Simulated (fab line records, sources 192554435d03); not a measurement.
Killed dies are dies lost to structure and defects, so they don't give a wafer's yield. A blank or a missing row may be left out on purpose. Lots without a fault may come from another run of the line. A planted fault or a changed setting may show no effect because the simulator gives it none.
Problem report in the 8D (eight disciplines) form, filled by code | flow n5_finfet | the parts of the form that need people (team, actions taken, sign-off) are left out

1. THE PROBLEM
killed_at_M4_up at N5_PASSIVATION_PROBE_49 reads a mean of 1095 on 3 wafers of 2 lots; wafers without a fault read 14 with a standard deviation of 5.2. That is +99 or more standard deviations from the usual mean.
First seen on wafer L335.2, day 16 18:08, on prober-01. The record holds 27 wafers of 10 lots with a number at this step. Rule for "out", or "out of limits": more than 4 standard deviations from the usual mean. The other wafers with a number count as sound.

2. WHAT IT IS AND WHAT IT IS NOT
question                    | is                                                                                             | is not
which readings at this step | killed_at_M4_up, defect_limited_yield, killed_dies, killed_on_rim, sort_n_pass, sort_yield_pct | killed_at_M0_to_M3, killed_at_contacts, killed_at_front_end, killed_at_other, killed_open, killed_short, sort_bin_5_function, sort_bin_6_memory, sort_bin_8_speed
which lots                  | L334, L335                                                                                     | L315, L318, L319, L320, L321, L327, L328, L332
which wafers of those lots  | L334.2, L335.2, L335.5                                                                         | L334.3, L334.6, L335.3
read on which tools         | prober-01                                                                                      | prober-02
when                        | from day 16 18:08                                                                              | up to then (21 sound wafers); but 3 sound wafers of L334, L335 came after

3. SUSPECTS, AND WHAT RULES EACH OUT
Counting: a tool at a process step up to the reading stays a suspect if it ran every lot that is out. Sound lots after the first of them don't rule it out here, since some wafers of a struck lot are sound.
- euv_scanner-01 at N5_BEOL_M5_EXPOSE_25 (exposes mask V4, defocus 10 nm): kept. It ran every lot that is out, first L335 (day 12 23:57); its last sound lot up to then is L332 (day 12 07:30).
- prober-01 at N5_PASSIVATION_PROBE_49: kept. It ran every lot that is out, first L335 (day 16 18:08); its last sound lot up to then is L328 (day 15 19:31). Its own readings are out on those wafers: defect_limited_yield, killed_at_M4_up, killed_dies, killed_on_rim, sort_n_pass, sort_yield_pct.
Left after counting: euv_scanner-01 at N5_BEOL_M5_EXPOSE_25, prober-01 at N5_PASSIVATION_PROBE_49.

4. THE CAUSE (what the simulator had put in)
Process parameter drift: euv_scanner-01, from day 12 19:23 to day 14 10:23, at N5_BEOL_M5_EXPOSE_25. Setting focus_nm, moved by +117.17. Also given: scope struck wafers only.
Counting left 2 suspects, and this tool is among them.

5. THE CHAIN OF EFFECTS, in route order
Each row: a reading whose mean over the struck wafers that have a number lies more than 3 standard deviations from the usual. Only readings for which the record gives a usual standard deviation are gone through. hours: the time from each lot's start at the first step in this table that gives one to its start at this step, as a median over the lots. sigmas: the change in usual standard deviations.
hours | step                    | reading              | usual  | on struck wafers | change | sigmas
0     | N5_PASSIVATION_PROBE_49 | defect_limited_yield | 91.3 % | 0.0              | -91.3  | -65
0     | N5_PASSIVATION_PROBE_49 | killed_at_M4_up      | 14     | 1095             | +1081  | +99 or more
0     | N5_PASSIVATION_PROBE_49 | killed_dies          | 103    | 1180             | +1077  | +63
0     | N5_PASSIVATION_PROBE_49 | killed_on_rim        | 14     | 152              | +138   | +34
0     | N5_PASSIVATION_PROBE_49 | sort_n_pass          | 1076   | 0                | -1076  | -63
0     | N5_PASSIVATION_PROBE_49 | sort_yield_pct       | 91.2 % | 0.0              | -91.2  | -65
The process steps in it:
- N5_PASSIVATION_PROBE_49

6. WHAT WOULD HAVE CAUGHT IT SOONER
In this record the first reading out of limits was taken at day 16 18:08, 95 hours after the fault began at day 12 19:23.
All the lots that are out (2) had begun N5_BEOL_M5_EXPOSE_25 on euv_scanner-01 by day 16 18:08. A hold on the tool at that time would have spared none of them.
